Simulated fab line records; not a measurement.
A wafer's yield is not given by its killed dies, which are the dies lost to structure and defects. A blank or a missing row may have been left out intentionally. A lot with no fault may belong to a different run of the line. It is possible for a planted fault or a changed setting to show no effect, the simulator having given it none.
Matching of chambers | flow n5 finfet | N5_BEOL_M0_ETCH_138 on rie diel-03: 4 sister chambers
The step etches SiCN in CH3F/O2, target depth 12 nm, time 31.6 s. 4 wafers are shown with their chamber, then 7 later ones without.

## WAFERS, EACH WITH ITS CHAMBER
wafer  | chamber | throttle valve pct (%)
L082.4 | 0       | 16.39
L083.1 | 1       | 16.17
L089.2 | 3       | 16.00
L089.3 | 2       | 16.20

## WAFERS MISSING THEIR CHAMBER
wafer  | throttle valve pct (%)
L089.4 | 16.18
L093.1 | 16.42
L093.2 | 16.21
L093.3 | 16.04
L096.1 | 16.02
L096.2 | 16.44
L096.6 | 16.22

## THE CHAMBER EACH PASSED THROUGH
wafer  | from the rows above     | in truth
L089.4 | can't be placed: 1 or 2 | 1
L093.1 | 0                       | 0
L093.2 | can't be placed: 2 or 1 | 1
L093.3 | 3                       | 3
L096.1 | 3                       | 3
L096.2 | 0                       | 0
L096.6 | can't be placed: 2 or 1 | 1
Correctly placed: 4 of 7. Not placeable from these rows: 3 (in 3, the candidates include the true chamber). Number placed wrongly: 0.
How it was worked out, from the rows above alone: a wafer's distance from a chamber is the root of the sum, over the readings, of the square of ((its reading less the chamber's mean) divided by the reading's scatter). If the next closest chamber is less than 2 further off than the closest, the wafer can't be placed; otherwise it belongs to the closest. Each chamber's mean is taken over the wafers shown for it. The scatter: root of mean squared gap, hidden wafer to nearest shown wafer, with one shown wafer a chamber.
